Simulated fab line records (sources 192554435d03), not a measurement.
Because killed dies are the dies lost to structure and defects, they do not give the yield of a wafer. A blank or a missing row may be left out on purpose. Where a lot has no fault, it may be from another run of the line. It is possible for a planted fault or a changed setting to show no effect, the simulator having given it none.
fab line records -- flow n5-finfet
record: lots: 7, wafers: 39
route steps=1938 shown WELL_APT@32 DUMMY_GATE@243 GATE_CUT@501 BEOL_M4@1111
start-h: the number of hours between the record's first day and the start of the first shown wafer of the lot -- wait-h: how many hours have passed since the lot's step before this one -- " unchanged from the row above -- L1.1+2: several wafers, shown together as one row -- - no value, or no start was given -- * or withheld: withheld -- < > ~ a bound
route shown NAME@n: names a module that has steps shown in the file, with the first one's number in the route -- usual: mean and standard deviation over wafers with no fault -- same: alike in all rows -- chamber/n: place in a boat -- sites: the reading at each site -- _std_site: standard deviation of those values -- _edge_site: the outer-site mean with the inner-site mean subtracted -- radius-mm: for every site, how far away it sits from the centre of the wafer -- mask NAME#n: copy n -- behind: the tool/chamber that last shaped the wafer -- hold: why the lot went on hold/how many hours it stayed there/how the hold came to an end -- device: the n, p or np transistor that did not switch -- end of line: tests run on the same wafers once the route is complete -- a step with no rows: only its recipe -- killed: not the wafer's yield, but the dies lost to structure and defects at the first sort -- map: the dies of a wafer, with x for killed, . for not killed, _ for no die there
set.NAME: the setting the step ran with; set.NAME@STEP: the setting that earlier step ran with -- model.NAME: the simulator's own value behind a step, which no gauge read
lots where settings were altered on purpose, with a table for each step and a row for each wafer
== steps ==
step: N5_WELL_APT_IMPLANT_14
recipe: species: P, energy-kev: 160, dose-cm2: 1.5e+13, tilt-deg: 0, rotation-deg: 0
step: N5_WELL_APT_EXPOSE_22
recipe: mask-id: PWELL, na: 0.8, source-shape: conventional, sigma-outer: 0.8, polarization: unpolarized, defocus-nm: 0, target-cd-nm: 200, dose-mj: 23.2
step: N5_DUMMY_GATE_ETCH_31
recipe: chemistry: C4F6/O2, target: SiO2, mask-material: SOC, target-depth-a: 825, time-s: 27.5, ion-energy-ev: 250, pressure-mtorr: 30, source-w: 345, bias-w: 185, Ar_flow_sccm: 300, C4F6_flow_sccm: 10, O2_flow_sccm: 10
step: N5_DUMMY_GATE_ETCH_32
recipe: chemistry: CF4, target: SiO2, target-depth-a: 35, time-s: 3.9, ion-energy-ev: 350, pressure-mtorr: 10, icp-w: 800, bias-w: 400, cf4-flow-sccm: 80
step: N5_DUMMY_GATE_ETCH_44
recipe: chemistry: HBr/O2, over-etch-frac: 0.7, target-depth-a: 1275, stop-on: SiO2, ion-energy-ev: 60, bias-w: 20, target: poly-Si, mask-material: SiO2, pressure-mtorr: 20, icp-w: 400, HBr_flow_sccm: 120, O2_flow_sccm: 10
step: N5_GATE_CUT_CUT_ETCH_54
recipe: chemistry: Cl2/BCl3, target: TiN, mask-material: SiO2, target-depth-a: 967, pressure-mtorr: 10, icp-w: 1000, bias-w: 126, Cl2_flow_sccm: 53.25, bcl3-flow-sccm: 21.75, Ar_flow_sccm: 25, ends: cleared
step: N5_BEOL_M4_RC_MEAS_101
usual: RS_NWELL: 1038/7.4
lot.wafer,tool,chamber,start-h,wait-h,set.dose-cm2@WELL_APT_IMPLANT_14,set.dose-mj@WELL_APT_EXPOSE_22,set.target-depth-a@DUMMY_GATE_ETCH_31,set.time-s@DUMMY_GATE_ETCH_32,set.target-depth-a@DUMMY_GATE_ETCH_44,set.Cl2_flow_sccm@GATE_CUT_CUT_ETCH_54,RS_NWELL[ohm/sq]
L076.1,prober-01,0,175.25,0.0,1.365e+13,23.2,787.3,3.472,1349,53.25,1102
L076.2,prober-01,0,175.25,0.0,1.5e+13,23.2,787.3,3.9,1349,46.49,1036
L076.3,prober-01,0,175.25,0.0,1.365e+13,23.2,825,3.9,1275,53.25,1099
L076.4,prober-01,0,175.25,0.0,1.5e+13,23.2,825,3.472,1275,53.25,1039
L076.5,prober-01,0,175.25,0.0,1.365e+13,23.2,787.3,3.472,1275,46.49,1104
L076.6,prober-01,0,175.25,0.0,1.5e+13,23.2,825,3.9,1349,46.49,1041
L084.1,prober-02,0,219.99,0.0,1.5e+13,21.79,825,3.9,1405,53.25,1043
L084.2,prober-02,0,219.99,0.0,1.604e+13,21.79,931.6,3.9,1405,53.25,989
L084.3,prober-02,0,219.99,0.0,1.5e+13,23.2,825,3.531,1275,53.25,1039
L084.4,prober-02,0,219.99,0.0,1.604e+13,21.79,931.6,3.531,1275,53.25,995
L084.5,prober-02,0,219.99,0.0,1.5e+13,23.2,931.6,3.531,1405,53.25,1035
L084.6,prober-02,0,219.99,0.0,1.604e+13,23.2,825,3.9,1275,53.25,997
L085.1,prober-02,0,225.16,0.0,1.5e+13,23.2,927.3,3.015,1203,53.25,1037
L085.2,prober-02,0,225.16,0.0,1.5e+13,23.2,927.3,3.9,1275,53.25,1033
L085.3,prober-02,0,225.16,0.0,1.5e+13,21.72,825,3.9,1203,53.25,1033
L085.4,prober-02,0,225.16,0.0,1.5e+13,21.72,927.3,3.015,1275,53.25,1044
L085.5,prober-02,0,225.16,0.0,1.5e+13,23.2,825,3.015,1203,53.25,1035
L085.6,prober-02,0,225.16,0.0,1.5e+13,21.72,825,3.9,1275,53.25,1033
L090.1,prober-01,0,265.99,0.0,1.5e+13,23.2,825,3.597,1275,53.25,1020
L090.2,prober-01,0,265.99,0.0,1.5e+13,23.2,879.3,3.597,1275,53.25,1031
L090.3,prober-01,0,265.99,0.0,1.5e+13,23.2,879.3,3.9,1275,48.24,1030
L090.4,prober-01,0,265.99,0.0,1.5e+13,23.2,825,3.597,1275,48.24,1028
L090.5,prober-01,0,265.99,0.0,1.5e+13,23.2,879.3,3.9,1275,53.25,1015
L090.6,prober-01,0,265.99,0.0,1.5e+13,23.2,825,3.9,1275,48.24,1031
L093.1,prober-01,0,278.18,0.0,1.5e+13,23.2,825,3.9,1275,53.25,1029
L093.2,prober-01,0,278.18,0.0,1.5e+13,23.2,825,3.9,1275,53.25,1042
L093.5,prober-01,0,278.18,0.0,1.5e+13,23.2,825,3.9,1275,53.25,1040
L092.1,prober-02,0,281.48,0.0,1.276e+13,23.2,795.1,4.229,1426,53.25,1136
L092.2,prober-02,0,281.48,0.0,1.5e+13,24.24,825,4.229,1275,53.25,1040
L092.3,prober-02,0,281.48,0.0,1.276e+13,24.24,825,4.229,1275,64.72,1142
L092.4,prober-02,0,281.48,0.0,1.276e+13,23.2,795.1,3.9,1275,53.25,1143
L092.5,prober-02,0,281.48,0.0,1.5e+13,23.2,825,3.9,1426,64.72,1041
L092.6,prober-02,0,281.48,0.0,1.5e+13,24.24,795.1,3.9,1426,64.72,1036
L097.1,prober-01,0,296.55,0.0,1.5e+13,23.2,861.7,3.9,1275,43.64,1036
L097.2,prober-01,0,296.55,0.0,1.5e+13,21.65,825,4.548,1352,53.25,1038
L097.3,prober-01,0,296.55,0.0,1.5e+13,23.2,825,4.548,1352,43.64,1025
L097.4,prober-01,0,296.55,0.0,1.5e+13,21.65,825,3.9,1275,53.25,1043
L097.5,prober-01,0,296.55,0.0,1.5e+13,21.65,861.7,3.9,1352,43.64,1040
L097.6,prober-01,0,296.55,0.0,1.5e+13,23.2,861.7,4.548,1275,53.25,1037
== key ==
split: step: N5_WELL_APT_IMPLANT_14, setting: dose-cm2, stated-as: 1.5e+13
response: step: N5_BEOL_M4_RC_MEAS_101, reading: RS_NWELL, slope: -6.73, per: 1%, together-with: all, explained: 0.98
split: step: N5_WELL_APT_EXPOSE_22, setting: dose-mj, stated-as: 23.2
response none clear
split: step: N5_DUMMY_GATE_ETCH_31, setting: target-depth-a, stated-as: 825
response none clear
split: step: N5_DUMMY_GATE_ETCH_32, setting: time-s, stated-as: 3.9
response none clear
split: step: N5_DUMMY_GATE_ETCH_44, setting: target-depth-a, stated-as: 1275
response none clear
split: step: N5_GATE_CUT_CUT_ETCH_54, setting: Cl2_flow_sccm, stated-as: 53.25
response none clear
